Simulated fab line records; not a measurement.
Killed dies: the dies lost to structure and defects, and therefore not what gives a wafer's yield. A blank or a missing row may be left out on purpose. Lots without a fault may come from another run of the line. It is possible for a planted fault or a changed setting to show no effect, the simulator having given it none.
The tool behind it: which one? | flow nand harc | Sampling: 13 lots, 39 wafers, 5 of 1159 route steps

WHAT THE GAUGES READ, wafer by wafer
NHARC_A_BONDPAD_OVL_MEAS_35.
lot  | measured     | on         | overlay x nm (nm) | overlay y nm (nm)
L417 | day 17 19:04 | overlay-01 | -2 -2 -2          | 3 3 3
L418 | day 18 06:29 | overlay-01 | -7 -7 -7          | -9 -9 -9
L420 | day 18 10:07 | overlay-02 | 7 7 7             | -10 -10 -10
L421 | day 19 16:03 | overlay-02 | 6 7 6             | -2 -2 -2
L422 | day 19 17:45 | overlay-01 | -5 -5 -5          | 0 0 0
L423 | day 19 23:07 | overlay-01 | 6 6 6             | 6 6 6
L425 | day 20 04:23 | overlay-02 | 7 7 8             | 3 3 3
L424 | day 20 04:45 | overlay-02 | 4 4 4             | 10 10 10
L433 | day 22 14:01 | overlay-01 | 1 1 1             | 6 6 7
L437 | day 23 03:29 | overlay-01 | -4 -4 -4          | 7 7 8
L439 | day 23 04:32 | overlay-01 | 10 10 9           | 3 4 3
L436 | day 23 10:40 | overlay-01 | 6 5 5             | -1 -1 -1
L440 | day 24 01:08 | overlay-01 | -6 -6 -6          | 4 4 4

NHARC_END_SORT_01.
lot  | measured     | on        | defect limited yield (%) | killed at array | killed at other | killed at periphery | killed dies | killed open | killed short | sort_bin_2_pct (%) | sort_bin_3_pct (%) | sort_bin_4_pct (%) | sort n pass | sort rim yield pct (%) | sort yield pct (%)
L424 | day 21 14:54 | prober-02 | 97.0 97.3 97.3           | 17 13 12        | 1 0 0           | 2 5 6               | 20 18 18    | 3 4 3       | 1 1 3        | 1.0 0.9 0.9        | 0.44 0 0           | 1.5 1.8 1.8        | 657 659 659 | 97.2 98.1 96.2         | 97.0 97.3 97.3
L439 | day 24 12:31 | prober-01 | 97.3 97.3 96.8           | 15 14 13        | 1 1 3           | 2 3 6               | 18 18 22    | 1 0 5       | 2 1 4        | 0.9 0.7 1.0        | 0.15 0.15 0.15     | 1.6 1.8 2.1        | 659 659 655 | 100.0 99.1 94.3        | 97.3 97.3 96.8

WHAT TOOL EACH LOT RAN ON (gives the tool, then ch and the chambers of the sampled wafers, and finally the start)
lot  | NHARC_A_M1_PRE_CLEAN_32         | NHARC_A_BONDPAD_CMP_29        | NHARC_THIN_TSV_EXPOSE_09
L417 | pecvd-04 ch 0,1, day 17 17:16   | cmp-03 ch 1,2, day 17 18:17   | krf scanner-03 ch 0, day 18 08:50
L418 | pecvd-04 ch 0,2, day 18 04:38   | cmp-03 ch 1,2, day 18 05:41   | krf scanner-03 ch 0, day 18 23:44
L420 | pecvd-01 ch 0,1, day 18 08:07   | cmp-04 ch 0,1,2, day 18 09:20 | krf scanner-01 ch 0, day 19 01:59
L421 | pecvd-01 ch 0,1,2, day 19 14:16 | cmp-03 ch 0,1,3, day 19 15:21 | krf scanner-03 ch 0, day 20 07:09
L422 | pecvd-04 ch 0,1,2, day 19 15:50 | cmp-03 ch 1,2,3, day 19 16:55 | krf scanner-03 ch 0, day 20 08:12
L423 | pecvd-03 ch 0,1,2, day 19 21:19 | cmp-01 ch 1,2,3, day 19 22:22 | krf scanner-03 ch 0, day 20 15:53
L425 | pecvd-03 ch 0,1,2, day 20 02:26 | cmp-01 ch 1,2,3, day 20 03:29 | krf scanner-02 ch 0, day 20 18:13
L424 | pecvd-04 ch 0,1,2, day 20 02:49 | cmp-03 ch 0,3, day 20 03:52   | krf scanner-03 ch 0, day 20 21:06
L433 | pecvd-03 ch 0,2, day 22 11:50   | cmp-01 ch 0,1, day 22 13:14   | krf scanner-01 ch 0, day 23 05:14
L437 | pecvd-04 ch 0,1, day 23 01:32   | cmp-04 ch 0,3, day 23 02:34   | krf scanner-02 ch 0, day 23 19:20
L439 | pecvd-04 ch 0,1,2, day 23 02:35 | cmp-04 ch 0,1,3, day 23 03:38 | krf scanner-02 ch 0, day 23 20:26
L436 | pecvd-03 ch 1,2, day 23 08:44   | cmp-03 ch 0,1,3, day 23 09:47 | krf scanner-01 ch 0, day 24 02:46
L440 | pecvd-04 ch 0,1,2, day 23 23:18 | cmp-01 ch 0,2, day 24 00:20   | krf scanner-01 ch 0, day 24 14:33
- NHARC_A_M1_PRE_CLEAN_32: time 12 s.
- NHARC_A_BONDPAD_CMP_29: polishes SiCN, target thk 200 nm.
- NHARC_THIN_TSV_EXPOSE_09: exposes mask TSV.

AS READ BY THE TOOLS THEMSELVES (means over the sampled wafers that have a number; for cases with no such wafer, the mark the record gives instead)
NHARC_A_M1_PRE_CLEAN_32.
lot  | tool     | heater power w (W) | rf fwd power W (W)
L417 | pecvd-04 | 720                | 292.0
L418 | pecvd-04 | 619                | 293.3
L420 | pecvd-01 | 567                | 292.5
L421 | pecvd-01 | 564                | 292.8
L422 | pecvd-04 | 645                | 292.9
L423 | pecvd-03 | 631                | 292.3
L425 | pecvd-03 | 611                | 292.1
L424 | pecvd-04 | 639                | 292.4
L433 | pecvd-03 | 622                | 292.4
L437 | pecvd-04 | 648                | 292.3
L439 | pecvd-04 | 670                | 291.8
L436 | pecvd-03 | 583                | 292.5
L440 | pecvd-04 | 680                | 293.8

NHARC_A_BONDPAD_CMP_29.
lot  | tool   | motor current A (A)
L417 | cmp-03 | 12.7
L418 | cmp-03 | 12.6
L420 | cmp-04 | 10.8
L421 | cmp-03 | 12.9
L422 | cmp-03 | 12.9
L423 | cmp-01 | 11.3
L425 | cmp-01 | 11.2
L424 | cmp-03 | 13.4
L433 | cmp-01 | 12.3
L437 | cmp-04 | 11.9
L439 | cmp-04 | 12.0
L436 | cmp-03 | 12.8
L440 | cmp-01 | 12.4

NHARC_THIN_TSV_EXPOSE_09.
lot  | tool           | exposure dose mJ cm2
L417 | krf scanner-03 | 30.705
L418 | krf scanner-03 | 30.714
L420 | krf scanner-01 | 30.650
L421 | krf scanner-03 | 30.725
L422 | krf scanner-03 | 30.640
L423 | krf scanner-03 | 31.222
L425 | krf scanner-02 | 30.702
L424 | krf scanner-03 | 31.226
L433 | krf scanner-01 | 30.697
L437 | krf scanner-02 | 30.681
L439 | krf scanner-02 | 30.704
L436 | krf scanner-01 | 30.716
L440 | krf scanner-01 | 30.714

THE ANSWER, worked out from the rows above alone
Rule: the usual values come from the lots themselves. The widest of any qualifying gaps counts: lots, ordered by their means at a reading, are off when they make up no more than a third of the lots, leave a main group of 4 or more, and stand apart from it by 3 or more times the standard deviation of that group's means. A main group whose means are all the same, to the digits that the tables above print for the reading, isn't used. A lot without any number at a reading at which 4 lots or more have one is off too. All remaining lots with rows at the step are treated as sound. Order of review: gauges by route order, followed by the tools' own readings, for which a lot's mean as printed above is used. At the first step where some lot is off, the reading lying furthest off is the one used; lots without a number count as furthest.
Off at NHARC_THIN_TSV_EXPOSE_09 (exposure dose mJ cm2): L423, L424. The main group: mean 30.695, standard deviation 0.026.
If a tool, at that step or one of the process steps before it, ran each lot that is off and ran no sound lot following the first of them, it fits. One fits: krf scanner-03 at NHARC_THIN_TSV_EXPOSE_09. A fault onset in the window from L422 (day 20 08:12, its last sound lot) to L423 (day 20 15:53, its first lot off) fits.
On the lots that are off, the tool's own readings at NHARC_THIN_TSV_EXPOSE_09 differ by more than 5 times the standard deviation of the sound lots' means, which bears it out; exposure dose mJ cm2 reads 31.224 there versus 30.695 on the sound lots.

WHAT THE SIMULATOR PUT IN
Drift in process parameters on krf scanner-03 at NHARC_THIN_TSV_EXPOSE_09, starting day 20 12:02. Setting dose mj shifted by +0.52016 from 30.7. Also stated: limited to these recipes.
Struck lots among those shown: L423, L424. The rule above found the same.
